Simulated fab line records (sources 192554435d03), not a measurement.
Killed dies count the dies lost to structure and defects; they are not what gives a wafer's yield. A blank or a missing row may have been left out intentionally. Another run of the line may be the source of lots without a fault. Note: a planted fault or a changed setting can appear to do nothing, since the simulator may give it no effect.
Which tool did it? || flow n5Finfet || 24 lots with 72 wafers sampled at 4 steps, on a route of 1938 steps

WHAT THE GAUGES READ, wafer by wafer
N5_BEOL_M1_CD_MEAS_35: target cd 18 nm, target cd y 21 nm. Usual: 18.0 nm for cdNm, sd 0.42.
{"lot": "L074", "measured": "day 6 12:29", "on": "cdSem-01", "cdNm (nm)": "17.5 18.1 18.1", "flag": ""}
{"lot": "L075", "measured": "day 6 14:55", "on": "cdSem-01", "cdNm (nm)": "17.8 18.4 17.7", "flag": ""}
{"lot": "L076", "measured": "day 7 15:53", "on": "cdSem-02", "cdNm (nm)": "18.2 18.2 18.0", "flag": ""}
{"lot": "L077", "measured": "day 7 22:25", "on": "cdSem-01", "cdNm (nm)": "17.7 17.3 17.5", "flag": ""}
{"lot": "L078", "measured": "day 8 03:40", "on": "cdSem-03", "cdNm (nm)": "17.9 17.9 17.8", "flag": ""}
{"lot": "L079", "measured": "day 8 07:10", "on": "cdSem-01", "cdNm (nm)": "17.8 18.5 18.2", "flag": ""}
{"lot": "L080", "measured": "day 8 11:17", "on": "cdSem-01", "cdNm (nm)": "17.9 18.0 17.4", "flag": ""}
{"lot": "L081", "measured": "day 9 01:01", "on": "cdSem-01", "cdNm (nm)": "17.7 18.2 18.3", "flag": ""}
{"lot": "L083", "measured": "day 9 06:08", "on": "cdSem-03", "cdNm (nm)": "17.9 18.0 18.3", "flag": ""}
{"lot": "L082", "measured": "day 9 07:23", "on": "cdSem-01", "cdNm (nm)": "17.3 17.6 18.0", "flag": ""}
{"lot": "L084", "measured": "day 9 07:52", "on": "cdSem-03", "cdNm (nm)": "18.1 17.8 18.2", "flag": ""}
{"lot": "L085", "measured": "day 9 13:34", "on": "cdSem-03", "cdNm (nm)": "17.9 18.0 18.3", "flag": ""}
{"lot": "L088", "measured": "day 9 21:28", "on": "cdSem-01", "cdNm (nm)": "18.8 18.8 18.7", "flag": ""}
{"lot": "L086", "measured": "day 10 00:26", "on": "cdSem-01", "cdNm (nm)": "18.5 18.5 17.8", "flag": ""}
{"lot": "L087", "measured": "day 10 00:30", "on": "cdSem-03", "cdNm (nm)": "18.3 18.4 18.5", "flag": ""}
{"lot": "L089", "measured": "day 10 11:32", "on": "cdSem-01", "cdNm (nm)": "17.8 18.0 18.0", "flag": ""}
{"lot": "L090", "measured": "day 10 19:01", "on": "cdSem-03", "cdNm (nm)": "18.3 17.8 18.4", "flag": ""}
{"lot": "L091", "measured": "day 10 22:31", "on": "cdSem-03", "cdNm (nm)": "18.0 18.1 17.4", "flag": ""}
{"lot": "L092", "measured": "day 11 07:38", "on": "cdSem-02", "cdNm (nm)": "18.3 18.3 18.4", "flag": ""}
{"lot": "L093", "measured": "day 11 18:47", "on": "cdSem-03", "cdNm (nm)": "17.6 17.5 17.8", "flag": ""}
{"lot": "L094", "measured": "day 11 19:16", "on": "cdSem-02", "cdNm (nm)": "17.9 18.8 18.0", "flag": ""}
{"lot": "L095", "measured": "day 11 23:04", "on": "cdSem-02", "cdNm (nm)": "18.5 17.9 18.3", "flag": ""}
{"lot": "L096", "measured": "day 12 02:20", "on": "cdSem-03", "cdNm (nm)": "18.4 17.9 17.5", "flag": ""}
{"lot": "L097", "measured": "day 12 10:58", "on": "cdSem-03", "cdNm (nm)": "18.4 18.2 18.2", "flag": ""}

N5_BEOL_M1_RS_MEAS_58: a four-point-probe measurement. Usual: for M1_RS the level is 0.66 ohm/sq and the standard deviation is 0.035.
{"lot": "L074", "measured": "day 6 17:37", "on": "filmMetro-02", "M1_RS (ohm/sq)": "0.66 0.63 0.63", "flag": ""}
{"lot": "L075", "measured": "day 6 19:06", "on": "filmMetro-02", "M1_RS (ohm/sq)": "0.65 0.61 0.63", "flag": ""}
{"lot": "L076", "measured": "day 7 19:30", "on": "filmMetro-02", "M1_RS (ohm/sq)": "0.61 0.63 0.65", "flag": ""}
{"lot": "L077", "measured": "day 8 01:55", "on": "filmMetro-01", "M1_RS (ohm/sq)": "0.61 0.65 0.64", "flag": ""}
{"lot": "L078", "measured": "day 8 07:46", "on": "filmMetro-02", "M1_RS (ohm/sq)": "0.64 0.65 0.60", "flag": ""}
{"lot": "L079", "measured": "day 8 10:36", "on": "filmMetro-01", "M1_RS (ohm/sq)": "0.62 0.65 0.65", "flag": ""}
{"lot": "L080", "measured": "day 8 15:00", "on": "filmMetro-01", "M1_RS (ohm/sq)": "0.65 0.61 0.65", "flag": ""}
{"lot": "L081", "measured": "day 9 04:34", "on": "filmMetro-01", "M1_RS (ohm/sq)": "0.71 0.68 0.65", "flag": ""}
{"lot": "L083", "measured": "day 9 09:40", "on": "filmMetro-01", "M1_RS (ohm/sq)": "0.71 0.66 0.65", "flag": ""}
{"lot": "L082", "measured": "day 9 10:52", "on": "filmMetro-01", "M1_RS (ohm/sq)": "0.67 0.63 0.71", "flag": ""}
{"lot": "L084", "measured": "day 9 11:50", "on": "filmMetro-01", "M1_RS (ohm/sq)": "0.73 0.67 0.67", "flag": ""}
{"lot": "L085", "measured": "day 9 18:53", "on": "filmMetro-01", "M1_RS (ohm/sq)": "0.64 0.67 0.67", "flag": ""}
{"lot": "L088", "measured": "day 10 01:05", "on": "filmMetro-02", "M1_RS (ohm/sq)": "0.65 0.62 0.61", "flag": ""}
{"lot": "L086", "measured": "day 10 04:07", "on": "filmMetro-01", "M1_RS (ohm/sq)": "0.71 0.69 0.67", "flag": ""}
{"lot": "L087", "measured": "day 10 04:39", "on": "filmMetro-02", "M1_RS (ohm/sq)": "0.63 0.66 0.58", "flag": ""}
{"lot": "L089", "measured": "day 10 16:52", "on": "filmMetro-02", "M1_RS (ohm/sq)": "0.70 0.70 0.64", "flag": ""}
{"lot": "L090", "measured": "day 10 23:07", "on": "filmMetro-02", "M1_RS (ohm/sq)": "0.71 0.68 0.63", "flag": ""}
{"lot": "L091", "measured": "day 11 02:16", "on": "filmMetro-01", "M1_RS (ohm/sq)": "0.66 0.64 0.62", "flag": ""}
{"lot": "L092", "measured": "day 11 11:34", "on": "filmMetro-01", "M1_RS (ohm/sq)": "0.77 0.65 0.65", "flag": ""}
{"lot": "L093", "measured": "day 11 23:17", "on": "filmMetro-01", "M1_RS (ohm/sq)": "0.71 0.69 0.71", "flag": ""}
{"lot": "L094", "measured": "day 12 00:20", "on": "filmMetro-01", "M1_RS (ohm/sq)": "0.70 0.66 0.66", "flag": ""}
{"lot": "L095", "measured": "day 12 04:53", "on": "filmMetro-01", "M1_RS (ohm/sq)": "0.72 0.69 0.65", "flag": ""}
{"lot": "L096", "measured": "day 12 06:43", "on": "filmMetro-01", "M1_RS (ohm/sq)": "0.73 0.68 0.65", "flag": ""}
{"lot": "L097", "measured": "day 12 15:02", "on": "filmMetro-02", "M1_RS (ohm/sq)": "0.69 0.71 0.61", "flag": ""}

EACH LOT AND THE TOOL THAT RAN IT (in order: tool; ch and the chambers of the sampled wafers; start)
{"lot": "L074", "N5_BEOL_M1_SPUTTER_96": "pvdSputter-02, day 6 16:32", "N5_BEOL_M1_DEP_57": "pecvd-04 ch 0,1, day 6 17:32"}
{"lot": "L075", "N5_BEOL_M1_SPUTTER_96": "pvdSputter-01, day 6 18:03", "N5_BEOL_M1_DEP_57": "pecvd-03 ch 0,1, day 6 19:02"}
{"lot": "L076", "N5_BEOL_M1_SPUTTER_96": "pvdSputter-02, day 7 18:26", "N5_BEOL_M1_DEP_57": "pecvd-03 ch 1,2, day 7 19:26"}
{"lot": "L077", "N5_BEOL_M1_SPUTTER_96": "pvdSputter-02, day 8 00:53", "N5_BEOL_M1_DEP_57": "pecvd-02 ch 0,2, day 8 01:52"}
{"lot": "L078", "N5_BEOL_M1_SPUTTER_96": "pvdSputter-02, day 8 06:38", "N5_BEOL_M1_DEP_57": "pecvd-02 ch 0,1,2, day 8 07:42"}
{"lot": "L079", "N5_BEOL_M1_SPUTTER_96": "pvdSputter-03, day 8 09:31", "N5_BEOL_M1_DEP_57": "pecvd-02 ch 0,1,2, day 8 10:32"}
{"lot": "L080", "N5_BEOL_M1_SPUTTER_96": "pvdSputter-02, day 8 13:57", "N5_BEOL_M1_DEP_57": "pecvd-04 ch 0,1,2, day 8 14:56"}
{"lot": "L081", "N5_BEOL_M1_SPUTTER_96": "pvdSputter-03, day 9 03:31", "N5_BEOL_M1_DEP_57": "pecvd-04 ch 1,2, day 9 04:30"}
{"lot": "L083", "N5_BEOL_M1_SPUTTER_96": "pvdSputter-02, day 9 08:37", "N5_BEOL_M1_DEP_57": "pecvd-03 ch 0,2, day 9 09:36"}
{"lot": "L082", "N5_BEOL_M1_SPUTTER_96": "pvdSputter-03, day 9 09:49", "N5_BEOL_M1_DEP_57": "pecvd-04 ch 0,1,2, day 9 10:48"}
{"lot": "L084", "N5_BEOL_M1_SPUTTER_96": "pvdSputter-02, day 9 10:47", "N5_BEOL_M1_DEP_57": "pecvd-03 ch 0,2, day 9 11:46"}
{"lot": "L085", "N5_BEOL_M1_SPUTTER_96": "pvdSputter-03, day 9 17:48", "N5_BEOL_M1_DEP_57": "pecvd-02 ch 0,1, day 9 18:49"}
{"lot": "L088", "N5_BEOL_M1_SPUTTER_96": "pvdSputter-01, day 10 00:02", "N5_BEOL_M1_DEP_57": "pecvd-03 ch 0,2, day 10 01:02"}
{"lot": "L086", "N5_BEOL_M1_SPUTTER_96": "pvdSputter-02, day 10 03:01", "N5_BEOL_M1_DEP_57": "pecvd-02 ch 0,1, day 10 04:02"}
{"lot": "L087", "N5_BEOL_M1_SPUTTER_96": "pvdSputter-03, day 10 03:25", "N5_BEOL_M1_DEP_57": "pecvd-03 ch 0,1,2, day 10 04:35"}
{"lot": "L089", "N5_BEOL_M1_SPUTTER_96": "pvdSputter-02, day 10 15:49", "N5_BEOL_M1_DEP_57": "pecvd-02 ch 0,2, day 10 16:49"}
{"lot": "L090", "N5_BEOL_M1_SPUTTER_96": "pvdSputter-01, day 10 22:04", "N5_BEOL_M1_DEP_57": "pecvd-03 ch 0,1,2, day 10 23:03"}
{"lot": "L091", "N5_BEOL_M1_SPUTTER_96": "pvdSputter-01, day 11 01:12", "N5_BEOL_M1_DEP_57": "pecvd-02 ch 0,2, day 11 02:11"}
{"lot": "L092", "N5_BEOL_M1_SPUTTER_96": "pvdSputter-03, day 11 10:31", "N5_BEOL_M1_DEP_57": "pecvd-03 ch 0,1,2, day 11 11:30"}
{"lot": "L093", "N5_BEOL_M1_SPUTTER_96": "pvdSputter-03, day 11 22:12", "N5_BEOL_M1_DEP_57": "pecvd-04 ch 0,1, day 11 23:13"}
{"lot": "L094", "N5_BEOL_M1_SPUTTER_96": "pvdSputter-02, day 11 23:14", "N5_BEOL_M1_DEP_57": "pecvd-02 ch 0,1,2, day 12 00:16"}
{"lot": "L095", "N5_BEOL_M1_SPUTTER_96": "pvdSputter-03, day 12 03:47", "N5_BEOL_M1_DEP_57": "pecvd-04 ch 0,1, day 12 04:48"}
{"lot": "L096", "N5_BEOL_M1_SPUTTER_96": "pvdSputter-03, day 12 05:40", "N5_BEOL_M1_DEP_57": "pecvd-02 ch 0,1,2, day 12 06:40"}
{"lot": "L097", "N5_BEOL_M1_SPUTTER_96": "pvdSputter-01, day 12 13:58", "N5_BEOL_M1_DEP_57": "pecvd-03 ch 1,2, day 12 14:58"}
- N5_BEOL_M1_SPUTTER_96: material Cu, target thk 4.5 nm, time 8.29 s.
- N5_BEOL_M1_DEP_57: deposits SiCN from 3MS/NH3, target thk 8 nm, time 14 s.

WHAT THE TOOLS THEMSELVES READ (means of the sampled wafers that have a number; where no wafer has one, the mark that the record gives instead)
N5_BEOL_M1_SPUTTER_96. Usual: 29.9 % for throttleValvePct, sd 1.3.
{"lot": "L074", "tool": "pvdSputter-02", "throttleValvePct (%)": 30.9, "flag": ""}
{"lot": "L075", "tool": "pvdSputter-01", "throttleValvePct (%)": 30.7, "flag": ""}
{"lot": "L076", "tool": "pvdSputter-02", "throttleValvePct (%)": 30.6, "flag": ""}
{"lot": "L077", "tool": "pvdSputter-02", "throttleValvePct (%)": 31.1, "flag": ""}
{"lot": "L078", "tool": "pvdSputter-02", "throttleValvePct (%)": 30.9, "flag": ""}
{"lot": "L079", "tool": "pvdSputter-03", "throttleValvePct (%)": 28.6, "flag": ""}
{"lot": "L080", "tool": "pvdSputter-02", "throttleValvePct (%)": 30.0, "flag": ""}
{"lot": "L081", "tool": "pvdSputter-03", "throttleValvePct (%)": 28.9, "flag": ""}
{"lot": "L083", "tool": "pvdSputter-02", "throttleValvePct (%)": 30.9, "flag": ""}
{"lot": "L082", "tool": "pvdSputter-03", "throttleValvePct (%)": 28.8, "flag": ""}
{"lot": "L084", "tool": "pvdSputter-02", "throttleValvePct (%)": 31.0, "flag": ""}
{"lot": "L085", "tool": "pvdSputter-03", "throttleValvePct (%)": 29.0, "flag": ""}
{"lot": "L088", "tool": "pvdSputter-01", "throttleValvePct (%)": 30.7, "flag": ""}
{"lot": "L086", "tool": "pvdSputter-02", "throttleValvePct (%)": 30.1, "flag": ""}
{"lot": "L087", "tool": "pvdSputter-03", "throttleValvePct (%)": 28.7, "flag": ""}
{"lot": "L089", "tool": "pvdSputter-02", "throttleValvePct (%)": 30.1, "flag": ""}
{"lot": "L090", "tool": "pvdSputter-01", "throttleValvePct (%)": 30.6, "flag": ""}
{"lot": "L091", "tool": "pvdSputter-01", "throttleValvePct (%)": 30.6, "flag": ""}
{"lot": "L092", "tool": "pvdSputter-03", "throttleValvePct (%)": 28.9, "flag": ""}
{"lot": "L093", "tool": "pvdSputter-03", "throttleValvePct (%)": 28.8, "flag": ""}
{"lot": "L094", "tool": "pvdSputter-02", "throttleValvePct (%)": 30.1, "flag": ""}
{"lot": "L095", "tool": "pvdSputter-03", "throttleValvePct (%)": 28.3, "flag": ""}
{"lot": "L096", "tool": "pvdSputter-03", "throttleValvePct (%)": 28.7, "flag": ""}
{"lot": "L097", "tool": "pvdSputter-01", "throttleValvePct (%)": 30.7, "flag": ""}

N5_BEOL_M1_DEP_57. Usual: showerheadPlenumPTorr 3.670 Torr, standard deviation 0.013; throttleValvePct 9.2 %, standard deviation 0.44.
{"lot": "L074", "tool": "pecvd-04", "showerheadPlenumPTorr (Torr)": 3.669, "throttleValvePct (%)": 9.4, "flag": ""}
{"lot": "L075", "tool": "pecvd-03", "showerheadPlenumPTorr (Torr)": 3.671, "throttleValvePct (%)": 9.2, "flag": ""}
{"lot": "L076", "tool": "pecvd-03", "showerheadPlenumPTorr (Torr)": 3.674, "throttleValvePct (%)": 8.9, "flag": ""}
{"lot": "L077", "tool": "pecvd-02", "showerheadPlenumPTorr (Torr)": 3.671, "throttleValvePct (%)": 9.3, "flag": ""}
{"lot": "L078", "tool": "pecvd-02", "showerheadPlenumPTorr (Torr)": 3.672, "throttleValvePct (%)": 9.3, "flag": ""}
{"lot": "L079", "tool": "pecvd-02", "showerheadPlenumPTorr (Torr)": 3.674, "throttleValvePct (%)": 9.2, "flag": ""}
{"lot": "L080", "tool": "pecvd-04", "showerheadPlenumPTorr (Torr)": 3.656, "throttleValvePct (%)": 9.1, "flag": ""}
{"lot": "L081", "tool": "pecvd-04", "showerheadPlenumPTorr (Torr)": 3.659, "throttleValvePct (%)": 8.8, "flag": ""}
{"lot": "L083", "tool": "pecvd-03", "showerheadPlenumPTorr (Torr)": 3.674, "throttleValvePct (%)": 8.9, "flag": ""}
{"lot": "L082", "tool": "pecvd-04", "showerheadPlenumPTorr (Torr)": 3.658, "throttleValvePct (%)": 9.0, "flag": ""}
{"lot": "L084", "tool": "pecvd-03", "showerheadPlenumPTorr (Torr)": 3.674, "throttleValvePct (%)": 8.9, "flag": ""}
{"lot": "L085", "tool": "pecvd-02", "showerheadPlenumPTorr (Torr)": 3.675, "throttleValvePct (%)": 9.2, "flag": ""}
{"lot": "L088", "tool": "pecvd-03", "showerheadPlenumPTorr (Torr)": 3.674, "throttleValvePct (%)": 9.0, "flag": ""}
{"lot": "L086", "tool": "pecvd-02", "showerheadPlenumPTorr (Torr)": 3.666, "throttleValvePct (%)": 9.6, "flag": ""}
{"lot": "L087", "tool": "pecvd-03", "showerheadPlenumPTorr (Torr)": 3.672, "throttleValvePct (%)": 9.0, "flag": ""}
{"lot": "L089", "tool": "pecvd-02", "showerheadPlenumPTorr (Torr)": 3.665, "throttleValvePct (%)": 8.8, "flag": ""}
{"lot": "L090", "tool": "pecvd-03", "showerheadPlenumPTorr (Torr)": 3.673, "throttleValvePct (%)": 9.2, "flag": ""}
{"lot": "L091", "tool": "pecvd-02", "showerheadPlenumPTorr (Torr)": 3.676, "throttleValvePct (%)": 8.7, "flag": ""}
{"lot": "L092", "tool": "pecvd-03", "showerheadPlenumPTorr (Torr)": 3.674, "throttleValvePct (%)": 9.1, "flag": ""}
{"lot": "L093", "tool": "pecvd-04", "showerheadPlenumPTorr (Torr)": 3.665, "throttleValvePct (%)": 9.6, "flag": ""}
{"lot": "L094", "tool": "pecvd-02", "showerheadPlenumPTorr (Torr)": 3.676, "throttleValvePct (%)": 9.1, "flag": ""}
{"lot": "L095", "tool": "pecvd-04", "showerheadPlenumPTorr (Torr)": 3.661, "throttleValvePct (%)": 9.1, "flag": ""}
{"lot": "L096", "tool": "pecvd-02", "showerheadPlenumPTorr (Torr)": 3.673, "throttleValvePct (%)": 9.1, "flag": ""}
{"lot": "L097", "tool": "pecvd-03", "showerheadPlenumPTorr (Torr)": 3.674, "throttleValvePct (%)": 8.9, "flag": ""}

THE ANSWER, worked out from the rows above alone
Rule: a lot counts as off when the mean over its wafers that have a number is more than 3 standard deviations away from the usual mean. A lot without any number at a reading at which 4 lots or more have one is off too. The other lots that the step has rows for count as sound. Order of review: gauges by route order, followed by the tools' own readings, for which a lot's mean as printed above is used. The first step at which some lot is off is used, and at that step the reading that is off furthest; a lot without a number counts as furthest.
Across all readings shown, no lot is off: no conclusion can be drawn from this.

WHAT THE SIMULATOR PUT IN
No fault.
